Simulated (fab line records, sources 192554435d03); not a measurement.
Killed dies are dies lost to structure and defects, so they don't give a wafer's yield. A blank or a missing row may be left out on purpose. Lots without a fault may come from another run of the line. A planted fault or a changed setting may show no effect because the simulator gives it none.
Chamber matching | flow n5_finfet | N5_BEOL_M0_PRE_CLEAN_131 on cvd_co-01: 3 sister chambers
The step time 15 s. 6 wafers are shown with their chamber, then 12 later ones without.

WAFERS WITH THEIR CHAMBER
wafer  | chamber | heater_power_w (W)
L090.4 | 1       | 92
L089.2 | 0       | 106
L089.5 | 1       | 91
L092.2 | 0       | 104
L092.3 | 2       | 82
L092.5 | 2       | 80

WAFERS WITHOUT THEIR CHAMBER
wafer  | heater_power_w (W)
L093.1 | 81
L093.4 | 108
L093.6 | 91
L094.1 | 107
L094.3 | 92
L094.4 | 91
L095.2 | 82
L095.3 | 94
L095.4 | 93
L096.3 | 82
L096.4 | 105
L096.5 | 91

WHICH CHAMBER EACH WENT THROUGH
wafer  | from the rows above | in truth
L093.1 | 2                   | 2
L093.4 | 0                   | 0
L093.6 | 1                   | 1
L094.1 | 0                   | 0
L094.3 | 1                   | 1
L094.4 | 1                   | 1
L095.2 | 2                   | 2
L095.3 | 1                   | 1
L095.4 | 1                   | 1
L096.3 | 2                   | 2
L096.4 | 0                   | 0
L096.5 | 1                   | 1
Placed correctly: 12 of 12. Can't be placed from these rows: 0. Placed wrongly: 0.
How it was worked out, from the rows above alone: a wafer's distance from a chamber is the root of the sum, over the readings, of the square of ((its reading less the chamber's mean) divided by the reading's scatter). The wafer belongs to the nearest chamber; if the next one is less than 2 further off, it can't be placed. A chamber's mean is the mean of its shown wafers. The scatter: the root of (the sum of the squares of (reading less its chamber's mean) over the shown wafers, divided by (wafers less chambers)).
